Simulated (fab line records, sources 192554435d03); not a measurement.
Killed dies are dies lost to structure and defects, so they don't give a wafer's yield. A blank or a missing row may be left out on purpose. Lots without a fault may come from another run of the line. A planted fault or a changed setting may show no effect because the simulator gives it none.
Chamber matching | flow n5_finfet | N5_STI_FIN_REVEAL_ETCH_34 on rie_si-02: 4 sister chambers
The step etches Si in H2, material Si, target depth 0.97 nm. 8 wafers are shown with their chamber, then 8 later ones without.

WAFERS WITH THEIR CHAMBER
wafer  | chamber | drypump_motor_current_A (A) | oes_product_au (a.u.)
L078.4 | 2       | 6.4                         | 1.003
L084.5 | 0       | 4.9                         | 1.003
L086.2 | 0       | 4.9                         | 1.011
L086.6 | 3       | 5.9                         | 0.982
L087.1 | 3       | 5.8                         | 0.970
L087.2 | 2       | 6.4                         | 1.005
L087.3 | 1       | 4.9                         | 1.032
L090.2 | 1       | 4.9                         | 1.036

WAFERS WITHOUT THEIR CHAMBER
wafer  | drypump_motor_current_A (A) | oes_product_au (a.u.)
L090.3 | 4.9                         | 1.014
L090.5 | 4.9                         | 1.028
L091.3 | 4.9                         | 1.034
L091.4 | 6.4                         | 0.994
L091.6 | 4.9                         | 1.042
L093.1 | 5.8                         | 0.978
L093.4 | 6.4                         | 0.989
L093.6 | 6.4                         | 0.988

WHICH CHAMBER EACH WENT THROUGH
wafer  | from the rows above | in truth
L090.3 | 0                   | 0
L090.5 | 1                   | 1
L091.3 | 1                   | 1
L091.4 | 2                   | 2
L091.6 | 1                   | 1
L093.1 | 3                   | 3
L093.4 | 2                   | 2
L093.6 | 2                   | 2
Placed correctly: 8 of 8. Can't be placed from these rows: 0. Placed wrongly: 0.
How it was worked out, from the rows above alone: a wafer's distance from a chamber is the root of the sum, over the readings, of the square of ((its reading less the chamber's mean) divided by the reading's scatter). The wafer belongs to the nearest chamber; if the next one is less than 2 further off, it can't be placed. A chamber's mean is the mean of its shown wafers. The scatter: the root of (the sum of the squares of (reading less its chamber's mean) over the shown wafers, divided by (wafers less chambers)).
